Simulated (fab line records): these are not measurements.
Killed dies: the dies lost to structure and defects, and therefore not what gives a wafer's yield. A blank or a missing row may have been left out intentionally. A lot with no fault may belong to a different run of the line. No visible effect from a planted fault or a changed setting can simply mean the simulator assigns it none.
Which of the tools did it?	flow n5Finfet	8 lots, 24 wafers sampled, at 3 steps of a route of 1938

WHAT EACH GAUGE READ, for each wafer
N5_FIN_SAQP_CD_MEAS_27: target cd 20 nm.
lot	measured	on	cdNm (nm)
L559	day 2 01:44	cdSem-02	20.30 20.02 20.18
L561	day 2 12:56	cdSem-02	20.41 20.53 20.31
L563	day 3 02:00	cdSem-02	20.26 20.34 20.39
L565	day 3 14:02	cdSem-01	20.39 19.95 20.38
L575	day 6 00:02	cdSem-01	16.11 16.17 16.03
L576	day 6 05:52	cdSem-03	16.20 16.15 16.06
L580	day 7 06:48	cdSem-01	20.47 20.20 20.33
L582	day 7 20:22	cdSem-01	20.26 20.20 20.11

WHAT TOOL EACH LOT RAN ON (gives the tool, then ch and the chambers of the sampled wafers, and finally the start)
lot	N5_FIN_SAQP_ETCH_51	N5_FIN_SAQP_SPACER1_ALD_24
L559	rieDiel-01 ch 1,2, day 1 23:31	aldSin-04 ch 1,2,3, day 2 00:49
L561	rieDiel-05 ch 0,2,3, day 2 10:57	aldSin-01 ch 0,1,3, day 2 12:01
L563	rieDiel-05 ch 1,2,3, day 2 23:55	aldSin-04 ch 0,3, day 3 01:02
L565	rieDiel-05 ch 1,2,3, day 3 11:51	aldSin-03 ch 2,3, day 3 12:54
L575	rieDiel-06 ch 1,2,3, day 5 22:04	aldSin-04 ch 0,2,3, day 5 23:08
L576	rieDiel-06 ch 1,2,3, day 6 03:51	aldSin-04 ch 0,2,3, day 6 04:55
L580	rieDiel-06 ch 0,2,3, day 7 03:52	aldSin-01 ch 0,1, day 7 05:53
L582	rieDiel-01 ch 1,2,3, day 7 17:35	aldSin-01 ch 0,3, day 7 19:27
- N5_FIN_SAQP_ETCH_51: etches SiARC in CF4, target depth 45.5 nm, time 75.8 s.
- N5_FIN_SAQP_SPACER1_ALD_24: deposits SiO2, target thk 20.3 nm, pulse time 1 s, purge time 2 s.

THE ANSWER, worked out from the rows above alone
Rule: the usual values come from the lots themselves. Put in order of their means at a reading, lots are off if they are a third of the lots or fewer, leave a main group of 4 or more, and stand apart from it by a gap of 3 or more times the standard deviation of the main group's means; of several such gaps the widest counts. A main group is skipped when, at the precision printed for the reading in the tables above, its means are all equal. A lot without any number at a reading at which 4 lots or more have one is off too. Any other lot the step has rows for is counted as sound.
Off: L575, L576 (N5_FIN_SAQP_CD_MEAS_27, cdNm). The main group: mean 20.28 nm, standard deviation 0.088.
A tool fits if, at a process step before that reading, it ran every lot that is off, and no sound lot after the first of them. The gauges at N5_FIN_SAQP_CD_MEAS_27 are tried like those tools. One fits: N5_FIN_SAQP_SPACER1_ALD_24 on aldSin-04. A fault onset in the window from L563 (day 3 01:02, its last sound lot) to L575 (day 5 23:08, its first lot off) fits.

WHAT HAD BEEN PUT IN BY THE SIMULATOR
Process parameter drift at N5_FIN_SAQP_SPACER1_ALD_24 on aldSin-04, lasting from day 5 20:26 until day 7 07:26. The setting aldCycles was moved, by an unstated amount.
Lots struck among those shown: L575, L576. The same result came from the rule above.
